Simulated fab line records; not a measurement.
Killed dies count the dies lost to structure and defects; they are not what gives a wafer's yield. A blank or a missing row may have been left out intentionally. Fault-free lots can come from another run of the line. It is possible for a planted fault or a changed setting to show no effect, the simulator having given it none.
Struck lot and sound lot, side by side + flow n5Finfet + 41 steps out of a route of 1938
Sound: the wafers L836.1, L836.5, L836.6. Struck: wafer L847.3 (left out: L847.5, L847.6 of the same lot, which were not struck); the cause appears at the end.
Per side, at each step with rows, come the tool, then ch with its chambers, and then its first start. Under that, the readings that differ: sound wafers + struck wafers + difference of the means + sigmas: that difference in standard deviations of wafers without a fault.
alike: same words and numbers on both sides, and readings whose means sit less than 2 such deviations apart. not compared: any withheld reading, any reading some wafer has no value for, any bound like >300 that may hide the same value, and any number with overlapping values for which the record gives no deviation.
The two part at a step that has a row with sigmas, a row that says differs or no value, or rows on one side only. Numbers that don't overlap but have no deviation are shown without sigmas and don't part them. Lack of a reading on every wafer of one side parts them only where that side has two or more wafers.

first, 8 steps without rows for these wafers: N5_BEOL_M3_ANNEAL_51 (time 90 s); N5_BEOL_M3_CMP_52 (polishes, stops on SiOC, t overpolish 6.8 s, target thk 40 nm); N5_BEOL_M3_PRE_CLEAN_60 (time 15 s); N5_BEOL_M3_CO_CAP_55 (material Co, precursor CCTBA/H2, target thk 2 nm, time 102.1 s); N5_BEOL_M3_PRE_CLEAN_56 (time 15 s); N5_BEOL_M3_DEP_57 (deposits SiCN from 3MS/NH3, target thk 8 nm, time 14 s); N5_BEOL_M4_ILD_DEP_00 (deposits SiOC from DEMS/O2, target thk 79 nm, time 15.3 s); N5_BEOL_M4_PECVD_72 (deposits SiO2 from TEOS/O2, target thk 16 nm, time 18 s).
N5_BEOL_M4_HM_DEP_02: deposits TiN, target thk 20 nm.
  struck on pvdSputter-02, day 12 01:22; sound on pvdSputter-02, day 8 12:29
| reading                                   | sound          | struck | difference | sigmas |
|-------------------------------------------|----------------|--------|------------|--------|
| model.TiN_of_BEOL_M4_HM_DEP_02.thkNm (nm) | 20.4 20.4 20.2 | 34.2   | +13.9      |        |
  alike: chamberPressurePa, throttleValvePct
then, 16 steps without rows for these wafers: N5_BEOL_M4_COAT_61 (time 60 s, resist thk 60 nm); N5_BEOL_M4_COAT_62 (time 60 s, resist thk 12 nm); N5_BEOL_M4_COAT_73 (time 60 s, resist thk 5 nm); N5_BEOL_M4_COAT_05 (resist thk 30 nm); N5_BEOL_M4_EBR_07; N5_BEOL_M4_SOFTBAKE_06 (time 60 s); N5_BEOL_M4_EXPOSE_08 (exposes mask M4); N5_BEOL_M4_PEB_09 (peb time 60 s); N5_BEOL_M4_DEVELOP_10 (develop time 30 s); N5_BEOL_M4_DESCUM_16 (chemistry O2, time 7 s); N5_BEOL_M4_ETCH_74 (etches underlayer in N2/H2, target depth 6.5 nm, time 5.2 s); N5_BEOL_M4_ETCH_63 (etches SiARC in CF4, target depth 15.6 nm, time 26 s); N5_BEOL_M4_ETCH_64 (etches SOC in N2/H2, target depth 75 nm, overetch 22.5 nm, time 121.9 s); N5_BEOL_M4_STRIP_65 (strips in N2/H2); N5_BEOL_M4_STRIP_75 (strips in N2/H2); N5_BEOL_M4_STRIP_66 (strips in CF4).
N5_BEOL_M4_HM_OPEN_17: chemistry Cl2/BCl3, target TiN, target depth 20 nm, overetch 6 nm.
  sound on rieMetal-03 ch 0,1, day 8 13:19; struck on rieMetal-01 ch 0, day 12 02:17
| reading                 | sound             | struck | difference | sigmas |
|-------------------------|-------------------|--------|------------|--------|
| model.etch.depthNm (nm) | 20.36 20.35 20.23 | 26.16  | +5.85      |        |
  alike: bcl3FlowSccm, drypumpMotorCurrentA, oesProductAu, throttleValvePct
  not compared: rfHoursCounterH
then, 8 steps without rows for these wafers: N5_BEOL_M4_STRIP_19 (strips in O2); N5_BEOL_M4_COAT_67 (time 60 s, resist thk 60 nm); N5_BEOL_M4_COAT_68 (time 60 s, resist thk 12 nm); N5_BEOL_M4_COAT_76 (time 60 s, resist thk 5 nm); N5_BEOL_M4_COAT_22 (resist thk 30 nm); N5_BEOL_M4_EBR_24; N5_BEOL_M4_SOFTBAKE_23 (time 60 s); N5_BEOL_M4_EXPOSE_25 (exposes mask V3, defocus 5 nm).
N5_BEOL_M4_ETCHBACK_99: etches SiO2 in CHF3, target depth 5 nm, time 10.4 s.
  sound on rieDiel-03 ch 0,1,3, day 8 20:43; struck on rieDiel-02 ch 0, day 12 11:58
| reading             | sound          | struck | difference | sigmas |
|---------------------|----------------|--------|------------|--------|
| oesProductAu (a.u.) | 0.95 0.83 0.89 | 0.31   | -0.58      | -7     |
  alike: drypumpMotorCurrentA, rfVppV, showerheadPlenumPTorr, throttleValvePct
  not compared: rfHoursCounterH
N5_BEOL_M4_VIA_ETCH_34: etches the open film in C4F6/O2, target depth 69.4 nm, time 65.9 s.
  sound on rieDiel-03 ch 0,1,3, day 8 20:52; struck on rieDiel-02 ch 0, day 12 12:07
| reading             | sound          | struck | difference | sigmas |
|---------------------|----------------|--------|------------|--------|
| oesProductAu (a.u.) | 0.94 0.84 0.90 | 0.31   | -0.58      | -7     |
  alike: drypumpMotorCurrentA, rfVppV, showerheadPlenumPTorr, throttleValvePct
  not compared: rfHoursCounterH
N5_BEOL_M4_TRENCH_ETCH_37: etches SiOC in C4F6/O2, target depth 55.555 nm, time 29.2 s.
  sound on rieDiel-03 ch 0,1,3; struck on rieDiel-02 ch 0
| reading                                   | sound    | struck | difference | sigmas |
|-------------------------------------------|----------|--------|------------|--------|
| model.TiN_of_BEOL_M4_HM_DEP_02.thkNm (nm) | 18 18 18 | 31.8   | +13.8      |        |
  alike: drypumpMotorCurrentA, oesProductAu, rfVppV, showerheadPlenumPTorr, throttleValvePct
  not compared: rfHoursCounterH
N5_BEOL_M4_OCD_MEAS_38:
  struck on ocd-01, day 12 12:22; sound on ocd-02, day 8 21:07
  not compared: trenchDepthNm
N5_BEOL_M4_CD_MEAS_35: target cd 18 nm, target cd y 22.4 nm.
  struck on cdSem-01, day 12 12:31; sound on cdSem-02, day 8 21:22
  not compared: cdNm
N5_BEOL_M4_RC_MEAS_101:
  the record has rows for the sound wafers here (prober-01 ch 0, day 9 03:16) and none for the struck ones
-- the record jumps here: 4 days lie between the struck wafers' starts before and after (it left off in module BEOL_M4 and takes up again in module PASSIVATION, whose first step shown is number 1936 of the route) --
N5_PASSIVATION_PROBE_49:
  the record has rows for the struck wafers here (prober-02, day 17 00:29) and none for the sound ones

== WHERE THEY PART ==
Earliest at N5_BEOL_M4_ETCHBACK_99; latest, in this record, at N5_PASSIVATION_PROBE_49.

WHY: what had been put in by the simulator
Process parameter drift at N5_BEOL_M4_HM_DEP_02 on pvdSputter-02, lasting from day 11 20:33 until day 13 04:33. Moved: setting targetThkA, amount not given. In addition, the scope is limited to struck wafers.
